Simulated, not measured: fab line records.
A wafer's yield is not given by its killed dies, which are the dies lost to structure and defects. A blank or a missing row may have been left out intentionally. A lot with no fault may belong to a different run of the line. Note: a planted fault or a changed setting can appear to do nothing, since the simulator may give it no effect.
Chamber matching + flow n5 finfet + N5_BEOL_M7_ETCH_61 on rie diel-03 has 4 sister chambers
The step etches SiARC in CF4, target depth 45.5 nm, time 75.8 s. 8 wafers are shown with their chamber, then 8 later ones without.

WAFERS, EACH WITH ITS CHAMBER
| wafer  | chamber | showerhead plenum p Torr (Torr) | throttle valve pct (%) |
|--------|---------|---------------------------------|------------------------|
| L080.1 | 2       | 2.10                            | 15.3                   |
| L078.4 | 3       | 2.23                            | 15.6                   |
| L078.5 | 1       | 2.22                            | 16.0                   |
| L078.6 | 2       | 2.10                            | 15.3                   |
| L081.3 | 0       | 2.08                            | 15.1                   |
| L081.5 | 0       | 2.08                            | 15.1                   |
| L081.6 | 1       | 2.22                            | 16.0                   |
| L088.2 | 3       | 2.22                            | 15.7                   |

WAFERS WHOSE CHAMBER IS MISSING
| wafer  | showerhead plenum p Torr (Torr) | throttle valve pct (%) |
|--------|---------------------------------|------------------------|
| L088.4 | 2.22                            | 16.1                   |
| L088.6 | 2.22                            | 15.7                   |
| L092.3 | 2.21                            | 16.1                   |
| L092.4 | 2.22                            | 15.7                   |
| L092.6 | 2.07                            | 15.1                   |
| L093.1 | 2.21                            | 16.1                   |
| L093.3 | 2.07                            | 15.1                   |
| L093.4 | 2.22                            | 15.7                   |

WHICH CHAMBER EACH WENT THROUGH
| wafer  | from the rows above | in truth |
|--------|---------------------|----------|
| L088.4 | 1                   | 1        |
| L088.6 | 3                   | 3        |
| L092.3 | 1                   | 1        |
| L092.4 | 3                   | 3        |
| L092.6 | 0                   | 0        |
| L093.1 | 1                   | 1        |
| L093.3 | 0                   | 0        |
| L093.4 | 3                   | 3        |
8 of 8 placed correctly. Number that these rows cannot place: 0. Wrongly placed: 0.
How it was worked out, from the rows above alone: a wafer's distance from a chamber is the root of the sum, over the readings, of the square of ((its reading less the chamber's mean) divided by the reading's scatter). If the next closest chamber is less than 2 further off than the closest, the wafer can't be placed; otherwise it belongs to the closest. The mean given for a chamber averages the wafers shown for that chamber. The scatter: the root of (the sum of the squares of (reading less its chamber's mean) over the shown wafers, divided by (wafers less chambers)).
